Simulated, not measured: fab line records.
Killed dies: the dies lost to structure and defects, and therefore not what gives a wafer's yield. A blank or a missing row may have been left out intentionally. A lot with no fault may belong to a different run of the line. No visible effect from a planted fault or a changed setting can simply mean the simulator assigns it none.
Split-lot trial + flow n5-finfet + 21 wafers read from 7 lots, route of 1938 steps

== ABOUT THE SPLIT ==
At N5_BEOL_M7_COAT_05 (resist thk 90 nm), the setting spin-rpm was moved away from the recipe's 1500 rpm on 8 of the 21 wafers read, by -6.9% to +10.5%. For the rest of the wafers, this setting stayed at what the recipe calls for.

Reading taken at the split's own step.

== THE READING ==
CAR-ArF_of_BEOL_M7_COAT_05.thk-nm (the simulator's own value, which no gauge read), in nm, at N5_BEOL_M7_COAT_05 (resist thk 90 nm). There is no usual value for it anywhere in the file. Here, 13 wafers ran the recipe; their average is 90.0 nm with a standard deviation of 0.18 nm.

| wafer  | tool, chamber at the split | spin-rpm as run, rpm | against the recipe | CAR-ArF_of_BEOL_M7_COAT_05.thk-nm, nm | against lot-mates on the recipe |
|--------|----------------------------|----------------------|--------------------|---------------------------------------|---------------------------------|
| L078.1 | litho-track-04, 0          | 1554                 | +3.6%              | 88.2                                  | -1.8                            |
| L078.2 | litho-track-04, 0          | 1554                 | +3.6%              | 88.2                                  | -1.8                            |
| L078.4 | litho-track-04, 0          | 1500                 | recipe             | 90                                    | -                               |
| L079.4 | litho-track-05, 0          | 1500                 | recipe             | 89.8                                  | -                               |
| L079.5 | litho-track-05, 0          | 1500                 | recipe             | 90                                    | -                               |
| L079.6 | litho-track-05, 0          | 1441                 | -3.9%              | 91.8                                  | +1.9                            |
| L080.2 | litho-track-03, 0          | 1639                 | +9.3%              | 86.2                                  | -3.6                            |
| L080.3 | litho-track-03, 0          | 1500                 | recipe             | 89.8                                  | -                               |
| L080.5 | litho-track-03, 0          | 1639                 | +9.3%              | 86                                    | -3.8                            |
| L081.1 | litho-track-04, 0          | 1500                 | recipe             | 90                                    | -                               |
| L081.2 | litho-track-04, 0          | 1500                 | recipe             | 89.6                                  | -                               |
| L081.3 | litho-track-04, 0          | 1397                 | -6.9%              | 93                                    | +3.2                            |
| L083.2 | litho-track-04, 0          | 1657                 | +10.5%             | 86                                    | -4.2                            |
| L083.4 | litho-track-04, 0          | 1657                 | +10.5%             | 86                                    | -4.2                            |
| L083.3 | litho-track-04, 0          | 1500                 | recipe             | 90.2                                  | -                               |
| L084.1 | litho-track-05, 0          | 1500                 | recipe             | 89.8                                  | -                               |
| L084.2 | litho-track-05, 0          | 1500                 | recipe             | 90.2                                  | -                               |
| L084.4 | litho-track-05, 0          | 1500                 | recipe             | 90.2                                  | -                               |
| L095.2 | litho-track-05, 0          | 1500                 | recipe             | 90                                    | -                               |
| L095.3 | litho-track-05, 0          | 1500                 | recipe             | 90                                    | -                               |
| L095.5 | litho-track-05, 0          | 1500                 | recipe             | 89.8                                  | -                               |

FIT RESULTS
A straight line over all 21 wafers: CAR-ArF_of_BEOL_M7_COAT_05.thk-nm changes by -0.408 nm for each +1% of spin-rpm; r = -0.99; the points scatter about the line by 0.22 nm.
The same after taking each lot's own level away (the mean of its wafers on the recipe; 21 wafers): -0.417 nm for each +1%; r = -1.00; scatter 0.19 nm.
According to that fit, moving spin-rpm by its largest amount changes the reading by 4.4 nm.
Measured against the standard deviation above, the lots' own levels, which go from 89.80 to 90.20 nm, span 2.2 times it.
The two slopes agree, so the slope changes little with the lot-to-lot level.
Check: with one of the wafers moved furthest among these (+10.5%) left out of the fit, the line predicts -4.38 nm for it against its lot-mates. It came out at -4.2 nm against them.

== THE OTHER SPLITS THESE WAFERS WENT THROUGH ==
Before the reading, these wafers also passed through other splits. Each is held against what the fit with the lots' levels taken away leaves over:
| other split on the same wafers   | wafers away from the commonest value | r with CAR-ArF_of_BEOL_M7_COAT_05.thk-nm (lot level and that fit taken away) |
|----------------------------------|--------------------------------------|------------------------------------------------------------------------------|
| N5_BEOL_M5_TRENCH_ETCH_37 time-s | 10                                   | +0.00                                                                        |
| N5_BEOL_M7_PECVD_70 temp-c       | 8                                    | -0.21                                                                        |

== FILE'S OWN FIT ==
CAR-ArF_of_BEOL_M7_COAT_05.thk-nm changes by -0.421 nm for each +1% of spin-rpm, r = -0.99.
